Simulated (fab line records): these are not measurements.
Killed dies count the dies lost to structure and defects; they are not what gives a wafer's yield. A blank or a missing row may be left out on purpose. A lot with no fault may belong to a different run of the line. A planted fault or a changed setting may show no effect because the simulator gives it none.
Matching of chambers | flow n5-finfet | rie-diel-03 running N5_FIN_SAQP_ETCH_52: 4 sister chambers
The step etches SOC in N2/H2, target depth 100 nm, overetch 20 nm, time 150 s. 4 wafers are shown with their chamber, then 10 later ones without.

## WAFERS WITH THEIR CHAMBER
wafer  | chamber | showerhead-plenum-p-Torr (Torr)
L080.6 | 0       | 2.37
L087.5 | 3       | 2.62
L088.1 | 1       | 2.61
L088.2 | 2       | 2.53

## WAFERS MISSING THEIR CHAMBER
wafer  | showerhead-plenum-p-Torr (Torr)
L088.4 | 2.62
L092.1 | 2.36
L092.2 | 2.61
L092.3 | 2.61
L094.2 | 2.61
L094.3 | 2.61
L094.4 | 2.52
L097.3 | 2.61
L097.4 | 2.52
L097.5 | 2.35

## THE CHAMBER EACH PASSED THROUGH
wafer  | from the rows above     | in truth
L088.4 | can't be placed: 3 or 1 | 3
L092.1 | 0                       | 0
L092.2 | can't be placed: 1 or 3 | 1
L092.3 | can't be placed: 1 or 3 | 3
L094.2 | can't be placed: 1 or 3 | 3
L094.3 | can't be placed: 1 or 3 | 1
L094.4 | 2                       | 2
L097.3 | can't be placed: 1 or 3 | 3
L097.4 | 2                       | 2
L097.5 | 0                       | 0
Correct placement for 4 of the 10. Not placeable from these rows: 6 (in 6, the candidates include the true chamber). Wrongly placed: 0.
How it was worked out, from the rows above alone: a wafer's distance from a chamber is the root of the sum, over the readings, of the square of ((its reading less the chamber's mean) divided by the reading's scatter). The wafer belongs to the nearest chamber; if the next one is less than 2 further off, it can't be placed. A chamber's mean is the mean of its shown wafers. The scatter: root of mean squared gap, hidden wafer to nearest shown wafer, with one shown wafer a chamber.
